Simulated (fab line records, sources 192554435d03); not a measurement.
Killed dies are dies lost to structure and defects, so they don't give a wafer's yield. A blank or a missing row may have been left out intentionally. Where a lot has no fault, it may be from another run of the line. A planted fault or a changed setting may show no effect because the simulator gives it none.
Split-lot study | flow n5Finfet | on a route of 1938 steps: 7 lots, 39 wafers read

ON THE SPLIT
At N5_SD_EPI_N_DESCUM_14 (chemistry O2, time 7.9 s), the setting timeS was moved away from the recipe's 7.9 s on 15 of the 39 wafers read, by -40.2% to +58.5%. This setting was run at the recipe's value on the other wafers.

The reading is taken at the split's own step.

THE READING
CAR-ArF-block_of_SD_EPI_N_COAT_03.thkNm (the simulator's own value, which no gauge read), in nm, at N5_SD_EPI_N_DESCUM_14 (chemistry O2, time 7.9 s). The file gives no usual value for it. Across the 24 wafers here that went through the recipe, the average is 143.7 nm and the standard deviation 0.52 nm.

wafer  | tool, chamber at the split | timeS as run, s | against the recipe | CAR-ArF-block_of_SD_EPI_N_COAT_03.thkNm, nm | against lot-mates on the recipe
L081.1 | rieDiel-04, 0,1            | 7.9             | recipe             | 143.8                                       | -
L081.2 | rieDiel-04, 0,1            | 7.9             | recipe             | 143.8                                       | -
L081.3 | rieDiel-04, 3,0            | 10.83           | +37.1%             | 142.2                                       | -1.7
L081.5 | rieDiel-04, 3,0            | 10.83           | +37.1%             | 142.2                                       | -1.7
L081.4 | rieDiel-04, 1              | 7.9             | recipe             | 144                                         | -
L081.6 | rieDiel-04, 3              | 10.83           | +37.1%             | 142                                         | -1.9
L083.1 | rieDiel-02, 1,3,3          | 7.9             | recipe             | 144.2                                       | -
L083.2 | rieDiel-02, 1,3,3          | 7.9             | recipe             | 144.2                                       | -
L083.5 | rieDiel-02, 1,3,3          | 7.9             | recipe             | 144.2                                       | -
L083.3 | rieDiel-02, 0              | 7.9             | recipe             | 144                                         | -
L083.4 | rieDiel-02, 2              | 7.9             | recipe             | 144.4                                       | -
L083.6 | rieDiel-02, 0              | 7.9             | recipe             | 143.8                                       | -
L084.1 | rieDiel-03, 2              | 7.9             | recipe             | 144.2                                       | -
L084.5 | rieDiel-03, 2              | 7.9             | recipe             | 144.2                                       | -
L084.6 | rieDiel-03, 3              | 7.9             | recipe             | 143.8                                       | -
L085.1 | rieDiel-02, 2              | 12.52           | +58.5%             | 140.6                                       | -3.1
L085.2 | rieDiel-02, 0              | 7.9             | recipe             | 143.8                                       | -
L085.3 | rieDiel-02, 3              | 12.52           | +58.5%             | 141                                         | -2.7
L085.4 | rieDiel-02, 1              | 7.9             | recipe             | 144.2                                       | -
L085.5 | rieDiel-02, 3              | 7.9             | recipe             | 143.2                                       | -
L085.6 | rieDiel-02, 2              | 12.52           | +58.5%             | 140.8                                       | -2.9
L094.1 | rieDiel-02, 2              | 7.9             | recipe             | 143                                         | -
L094.2 | rieDiel-02, 1              | 7.9             | recipe             | 144.2                                       | -
L094.3 | rieDiel-02, 3              | 11.99           | +51.8%             | 141                                         | -2.5
L094.6 | rieDiel-02, 3              | 11.99           | +51.8%             | 141                                         | -2.5
L094.4 | rieDiel-02, 0              | 7.9             | recipe             | 143.4                                       | -
L094.5 | rieDiel-02, 2              | 11.99           | +51.8%             | 141.2                                       | -2.3
L095.1 | rieDiel-03, 3              | 7.9             | recipe             | 142.8                                       | -
L095.2 | rieDiel-03, 1              | 4.721           | -40.2%             | 145.6                                       | +2.6
L095.3 | rieDiel-03, 2              | 4.721           | -40.2%             | 145.2                                       | +2.2
L095.4 | rieDiel-03, 0              | 7.9             | recipe             | 143.2                                       | -
L095.5 | rieDiel-03, 3              | 7.9             | recipe             | 143                                         | -
L095.6 | rieDiel-03, 0              | 4.721           | -40.2%             | 145                                         | +2.0
L096.1 | rieDiel-04, 1              | 7.9             | recipe             | 142.6                                       | -
L096.2 | rieDiel-04, 3              | 7.9             | recipe             | 143.2                                       | -
L096.3 | rieDiel-04, 2              | 7.9             | recipe             | 143.4                                       | -
L096.4 | rieDiel-04, 0,2            | 4.727           | -40.2%             | 145.2                                       | +2.1
L096.6 | rieDiel-04, 0,2            | 4.727           | -40.2%             | 145.2                                       | +2.1
L096.5 | rieDiel-04, 3              | 4.727           | -40.2%             | 145.6                                       | +2.5
Rows listing several chambers each stand for several wafers; the file does not say which wafer went through which chamber.

FIT RESULTS
A straight line over all 39 wafers: CAR-ArF-block_of_SD_EPI_N_COAT_03.thkNm changes by -0.0456 nm for each +1% of timeS; r = -0.95; the points scatter about the line by 0.45 nm.
The same after taking each lot's own level away (the mean of its wafers on the recipe; 39 wafers): -0.0514 nm for each +1%; r = -0.98; scatter 0.27 nm.
That fit puts the effect of the largest move of timeS on the reading at 3 nm.
Across the lots, their own levels run from 143.00 to 144.13 nm, a range of 2.2 times the standard deviation given above.
Hence the slope depends on the lot-to-lot level, as the two fits are not the same.
Check: for one of the wafers moved furthest among these (+58.5%), held out of the fit, the line's prediction against its lot-mates is -2.91 nm. It came out at -3.13 nm against them.

THESE WAFERS: OTHER SPLITS
Before the reading, these wafers also passed through other splits. Each is held against what the fit with the lots' levels taken away leaves over:
other split on the same wafers      | wafers away from the commonest value | r with CAR-ArF-block_of_SD_EPI_N_COAT_03.thkNm (lot level and that fit taken away)
N5_FIN_SAQP_ALD_61 aldCycles        | 15                                   | -0.20
N5_STI_FIN_REVEAL_ETCHBACK_08 timeS | 9                                    | -0.03

FILE'S OWN FIT
CAR-ArF-block_of_SD_EPI_N_COAT_03.thkNm changes by -0.051 nm for each +1% of timeS, r = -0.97.
